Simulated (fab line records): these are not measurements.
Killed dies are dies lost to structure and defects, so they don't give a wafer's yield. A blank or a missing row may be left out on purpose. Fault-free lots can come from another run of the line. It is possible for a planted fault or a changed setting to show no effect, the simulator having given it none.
Which tool is to blame? ; flow n5 finfet ; 7 lots, 21 wafers sampled, at 8 steps of a route of 1938

## WHAT THE GAUGES SHOWED, per wafer
N5_BEOL_M10_INSPECT_30: inspects for defects (brightfield). Usual: raw defect count 392, standard deviation 85.
lot;measured;on;raw defect count;flag
L422;day 10 20:11;defect inspect-01;395 309 384;
L423;day 11 11:25;defect inspect-01;328 308 440;
L424;day 11 12:53;defect inspect-01;503 556 420;
L427;day 12 03:43;defect inspect-02;228 358 281;
L439;day 15 03:41;defect inspect-02;354 369 311;
L441;day 15 20:04;defect inspect-02;317 385 456;
L443;day 16 06:21;defect inspect-02;408 383 694;

N5_BEOL_M10_OCD_MEAS_38. Usual: trench depth nm 148.5 nm, standard deviation 2.1.
lot;measured;on;trench depth nm (nm);flag
L422;day 10 21:06;ocd-02;148.5 148.8 148.2;
L423;day 11 11:56;ocd-01;147.3 144.2 150.8;
L424;day 11 13:41;ocd-02;151.9 149.7 149.8;
L427;day 12 04:15;ocd-02;123.3 144.8 149.1;OFF
L439;day 15 04:13;ocd-01;148.0 146.6 146.3;
L441;day 15 20:35;ocd-01;148.3 148.1 146.2;
L443;day 16 06:56;ocd-02;150.5 151.7 148.5;

N5_BEOL_M10_CD_MEAS_35: the cd target is 70 nm. Usual: cd nm 70.0 nm, standard deviation 0.48.
lot;measured;on;cd nm (nm);flag
L422;day 10 21:16;cd sem-01;69.4 69.2 70.2;
L423;day 11 12:06;cd sem-03;70.1 70.4 70.3;
L424;day 11 13:51;cd sem-03;70.1 69.0 69.1;
L427;day 12 04:25;cd sem-03;69.6 69.0 70.3;
L439;day 15 04:22;cd sem-01;69.3 69.9 69.0;
L441;day 15 20:44;cd sem-02;69.4 69.4 69.8;
L443;day 16 07:05;cd sem-01;69.8 70.3 70.2;

N5_BEOL_M10_THK_MEAS_53: measures by xrf. Usual: M10_THK 137.4 nm, standard deviation 2.6.
lot;measured;on;M10_THK (nm);flag
L422;day 10 23:22;film metro-01;138.2 139.1 138.6;
L423;day 11 15:10;film metro-02;138.1 133.0 141.2;
L424;day 11 17:30;film metro-02;142.4 139.8 139.2;
L427;day 12 07:13;film metro-01;111.2 131.5 137.2;OFF
L439;day 15 06:15;film metro-01;138.8 136.6 136.3;
L441;day 16 01:11;film metro-01;137.6 137.9 134.0;
L443;day 16 09:14;film metro-02;140.6 139.5 137.6;

N5_BEOL_M10_RS_MEAS_57: uses a four-point probe to measure. Usual: M10_RS 0.1512 ohm/sq, standard deviation 0.003.
lot;measured;on;M10_RS (ohm/sq);flag
L422;day 10 23:43;film metro-01;0.1508 0.1512 0.1515;
L423;day 11 15:18;film metro-02;0.1504 0.1565 0.1465;
L424;day 11 17:38;film metro-01;0.1453 0.1494 0.1491;
L427;day 12 07:35;film metro-01;0.1884 0.1568 0.1491;OFF
L439;day 15 06:23;film metro-02;0.1523 0.1539 0.1548;
L441;day 16 01:20;film metro-01;0.1505 0.1518 0.1547;
L443;day 16 09:23;film metro-01;0.1466 0.1488 0.1507;

N5_BEOL_M15_RC_MEAS_101. Usual: COMB_M11 1.51e-11 S/m, standard deviation 2.8e-12; COMB_M12 7.1e-12 S/m, standard deviation 1.4e-12; COMB_M13 5.8e-12 S/m, standard deviation 1.1e-12; COMB_M14 4.6e-12 S/m, standard deviation 8.3e-13; COMB_M15 3.4e-12 S/m, standard deviation 6.2e-13; COMB_M5 3.7e-11 S/m, standard deviation 6.5e-12; COMB_M5_max_site 5.3e-11 S/m, standard deviation 1.1e-11; COMB_M6 2.6e-11 S/m, standard deviation 5.5e-12; COMB_M7 2.7e-11 S/m, standard deviation 5.1e-12; COMB_M8 2.6e-11 S/m, standard deviation 5e-12; COMB_M9 1.56e-11 S/m, standard deviation 2.8e-12; SERP_M10 3.08 ohm/um, standard deviation 0.068; SERP_M10_max_site 3.16 ohm/um, standard deviation 0.076; SERP_M11 3.06 ohm/um, standard deviation 0.071; SERP_M12 0.640 ohm/um, standard deviation 0.013; SERP_M13 0.308 ohm/um, standard deviation 0.0044; SERP_M14 0.161 ohm/um, standard deviation 0.0033; SERP_M14_max_site 0.163 ohm/um, standard deviation 0.0035; SERP_M5 38.6 ohm/um, standard deviation 1.6; SERP_M6 13.8 ohm/um, standard deviation 0.48; SERP_M7 13.6 ohm/um, standard deviation 0.49; SERP_M8 13.9 ohm/um, standard deviation 0.48; SERP_M9 3.03 ohm/um, standard deviation 0.064.
lot;measured;on;COMB_M11 (S/m);COMB_M12 (S/m);COMB_M13 (S/m);COMB_M14 (S/m);COMB_M15 (S/m);COMB_M5 (S/m);COMB_M5_max_site (S/m);COMB_M6 (S/m);COMB_M7 (S/m);COMB_M8 (S/m);COMB_M9 (S/m);SERP_M10 (ohm/um);SERP_M10_max_site (ohm/um);SERP_M11 (ohm/um);SERP_M12 (ohm/um);SERP_M13 (ohm/um);SERP_M14 (ohm/um);SERP_M14_max_site (ohm/um);SERP_M5 (ohm/um);SERP_M6 (ohm/um);SERP_M7 (ohm/um);SERP_M8 (ohm/um);SERP_M9 (ohm/um);flag
L422;day 12 16:57;prober-02;1.28e-11 1.61e-11 1.82e-11;6.6e-12 6.2e-12 5.1e-12;5.4e-12 6e-12 5e-12;5.5e-12 5.2e-12 4.4e-12;2.7e-12 4.1e-12 3e-12;2.8e-11 4.1e-11 4.4e-11;3.9e-11 6.5e-11 7.1e-11;2.2e-11 3.1e-11 2.3e-11;2.6e-11 2.7e-11 2.1e-11;2.4e-11 3.6e-11 2.9e-11;1.41e-11 1.66e-11 2.06e-11;3.12 3.09 3.07;3.16 3.26 3.17;2.91 2.87 2.94;0.636 0.648 0.657;0.305 0.300 0.302;0.155 0.159 0.156;0.156 0.161 0.158;39.6 37.8 40.4;14.4 14.6 14.3;14.0 13.8 14.0;13.7 14.9 13.4;2.97 2.91 3.10;
L423;day 12 23:56;prober-02;1.27e-11 1.89e-11 1.67e-11;6.3e-12 6.7e-12 6.5e-12;6.9e-12 4.6e-12 5.1e-12;3.3e-12 4e-12 4.7e-12;4.2e-12 2.8e-12 3.5e-12;3.1e-11 2.7e-11 3.9e-11;3.6e-11 3.9e-11 6e-11;2e-11 1.7e-11 1.7e-11;2.7e-11 2.7e-11 3.3e-11;1.6e-11 2.4e-11 1.8e-11;1.75e-11 1.29e-11 1.78e-11;3.05 3.21 2.95;3.15 3.29 3.01;3.13 3.04 3.04;0.629 0.624 0.638;0.317 0.304 0.304;0.165 0.160 0.164;0.167 0.162 0.166;36.8 37.4 40.1;13.4 13.1 13.8;13.7 13.7 13.9;14.4 13.4 14.0;3.09 3.07 3.04;
L424;day 13 03:37;prober-01;1.99e-11 1.2e-11 1.49e-11;7e-12 7.5e-12 4.9e-12;6.4e-12 6.9e-12 6.6e-12;3.9e-12 5.6e-12 4.6e-12;3.1e-12 3.4e-12 3.1e-12;3.1e-11 3.4e-11 3.9e-11;4.2e-11 4.4e-11 5.9e-11;3.5e-11 3.8e-11 2.6e-11;2e-11 1.9e-11 2e-11;2.4e-11 2e-11 2.3e-11;1.11e-11 1.47e-11 1.44e-11;2.97 3.11 3.09;3.04 3.15 3.12;3.05 3.02 3.07;0.641 0.621 0.650;0.304 0.300 0.306;0.156 0.154 0.161;0.157 0.156 0.162;35.1 35.6 34.6;14.3 14.2 14.3;14.1 14.0 14.1;13.9 14.2 13.3;2.95 2.89 2.91;
L427;day 13 17:04;prober-02;1.33e-11 1.66e-11 1.77e-11;4.1e-12 5.3e-12 4.6e-12;5e-12 5.8e-12 6.4e-12;4.8e-12 6.9e-12 3.5e-12;2.8e-12 3.8e-12 3.5e-12;3.3e-11 2.9e-11 4e-11;4.2e-11 4.1e-11 4.4e-11;2.7e-11 3.6e-11 2.4e-11;1.8e-11 2.8e-11 2e-11;3.1e-11 3.1e-11 1.8e-11;1.48e-11 1.55e-11 1.46e-11;3.84 3.26 3.02;3.93 3.40 3.09;3.05 3.01 3.09;0.630 0.632 0.635;0.305 0.304 0.299;0.163 0.155 0.160;0.164 0.156 0.163;37.6 36.5 36.6;14.4 13.4 14.8;14.2 14.4 13.6;14.5 14.4 13.9;3.13 3.00 3.12;OFF
L439;day 16 16:35;prober-02;1.36e-11 1.15e-11 1.08e-11;8.4e-12 6.2e-12 7.5e-12;7.4e-12 5.7e-12 7e-12;4.4e-12 4e-12 4e-12;3.2e-12 3e-12 3.2e-12;3.3e-11 3.6e-11 4.2e-11;4.3e-11 4.5e-11 5e-11;2.8e-11 2.4e-11 4.6e-11;2.3e-11 2e-11 2.8e-11;3e-11 3.6e-11 3.5e-11;1.71e-11 1.55e-11 1.3e-11;3.18 3.13 3.17;3.29 3.23 3.27;3.12 3.05 3.01;0.641 0.644 0.620;0.309 0.310 0.310;0.164 0.163 0.164;0.165 0.166 0.165;40.4 40.0 41.4;13.2 13.9 13.8;12.7 13.2 12.8;13.4 14.2 13.9;2.97 2.97 3.05;
L441;day 17 18:47;prober-01;1.55e-11 1.5e-11 1.33e-11;8.3e-12 8.2e-12 7.2e-12;6e-12 6.4e-12 7e-12;4.2e-12 4.6e-12 4.8e-12;3.4e-12 3.6e-12 4.3e-12;3.5e-11 4.8e-11 5.2e-11;5e-11 7.5e-11 9.6e-11;2.3e-11 2.5e-11 1.9e-11;2.3e-11 2.4e-11 2.3e-11;2.3e-11 3.5e-11 2.6e-11;1.56e-11 1.86e-11 1.37e-11;3.14 3.11 3.16;3.19 3.20 3.30;3.00 3.17 3.04;0.618 0.634 0.631;0.309 0.313 0.311;0.160 0.161 0.158;0.162 0.164 0.159;36.8 38.2 39.6;14.1 13.6 13.6;13.7 13.3 13.6;14.4 15.1 14.5;3.03 3.09 3.17;
L443;day 17 21:24;prober-01;1.56e-11 1.59e-11 1.37e-11;7.3e-12 7.8e-12 1.05e-11;6.5e-12 5.6e-12 6.6e-12;6.9e-12 5.9e-12 5.9e-12;4.2e-12 4.1e-12 3.9e-12;3.4e-11 4.4e-11 3.1e-11;4.6e-11 5.2e-11 3.4e-11;2.8e-11 3.3e-11 2.9e-11;2.4e-11 2.9e-11 2.5e-11;2.6e-11 2.2e-11 2.6e-11;1.86e-11 1.23e-11 1.33e-11;2.99 2.99 3.04;3.06 3.03 3.09;3.16 3.07 3.12;0.643 0.672 0.655;0.307 0.310 0.319;0.162 0.159 0.156;0.163 0.161 0.156;39.0 38.5 39.2;13.6 13.5 13.8;14.0 14.0 13.3;13.5 14.2 13.8;3.10 3.08 3.07;

## WHICH TOOL RAN EACH LOT (tool, then ch and the chambers of the sampled wafers, then the start)
lot;N5_BEOL_M10_TRENCH_ETCH_37;N5_BEOL_M10_SURFACE_TREAT_76
L422;rie diel-02 ch 0,1, day 10 20:55;pvd sputter-03, day 10 22:11
L423;rie diel-05 ch 0,1,3, day 11 11:46;pvd sputter-01, day 11 13:32
L424;rie diel-05 ch 0,1,2, day 11 13:31;pvd sputter-01, day 11 15:51
L427;rie diel-05 ch 2,3, day 12 04:04;pvd sputter-02, day 12 05:39
L439;rie diel-02 ch 0,3, day 15 04:02;pvd sputter-03, day 15 05:14
L441;rie diel-06 ch 0,1, day 15 20:25;pvd sputter-03, day 15 22:12
L443;rie diel-05 ch 0,2,3, day 16 06:45;pvd sputter-03, day 16 08:01
- N5_BEOL_M10_TRENCH_ETCH_37: etches SiCOH lowk in C4F6/O2, target depth 148.83 nm, time 48 s.
- N5_BEOL_M10_SURFACE_TREAT_76

## WHAT THE TOOLS THEMSELVES READ (means of the sampled wafers that have a number; where no wafer has one, the mark that the record gives instead)
N5_BEOL_M10_TRENCH_ETCH_37. Usual: drypump motor current A 5.7 A, standard deviation 0.46; oes product au 0.80 a.u., standard deviation 0.082; rf vpp V 670 V, standard deviation 6.9; showerhead plenum p Torr 2.87 Torr, standard deviation 0.1; throttle valve pct 20.90 %, standard deviation 0.24.
lot;tool;drypump motor current A (A);oes product au (a.u.);rf vpp V (V);showerhead plenum p Torr (Torr);throttle valve pct (%);flag
L422;rie diel-02;6.4;0.75;671;2.87;20.68;
L423;rie diel-05;5.3;0.78;671;2.85;20.92;
L424;rie diel-05;5.5;0.85;672;2.88;20.85;
L427;rie diel-05;5.3;0.76;670;2.98;20.84;
L439;rie diel-02;6.2;0.76;671;2.80;20.74;
L441;rie diel-06;5.8;0.85;661;2.85;21.04;
L443;rie diel-05;5.4;0.87;668;2.88;20.73;

## THE ANSWER, worked out from the rows above alone
Rule: a lot is off if the mean of its wafers that have a number lies more than 3 standard deviations from the usual mean. A lot without any number at a reading at which 4 lots or more have one is off too. The other lots that the step has rows for count as sound. The gauges are gone through in route order, then the tools' own readings, and for those a lot's mean is taken as printed above. The first step at which some lot is off is used, and at that step the reading that is off furthest; a lot without a number counts as furthest.
Off: L427 (N5_BEOL_M10_OCD_MEAS_38, trench depth nm).
If a tool, at a process step before that reading, ran all the lots that are off and no sound lot after the first of them, it fits. Not tried: the gauges at N5_BEOL_M10_OCD_MEAS_38; whatever is off there is also off at N5_BEOL_M10_THK_MEAS_53, on other tools, and gauge error can't account for it. No candidate that was tried fits.

## WHAT THE SIMULATOR HAD INSERTED
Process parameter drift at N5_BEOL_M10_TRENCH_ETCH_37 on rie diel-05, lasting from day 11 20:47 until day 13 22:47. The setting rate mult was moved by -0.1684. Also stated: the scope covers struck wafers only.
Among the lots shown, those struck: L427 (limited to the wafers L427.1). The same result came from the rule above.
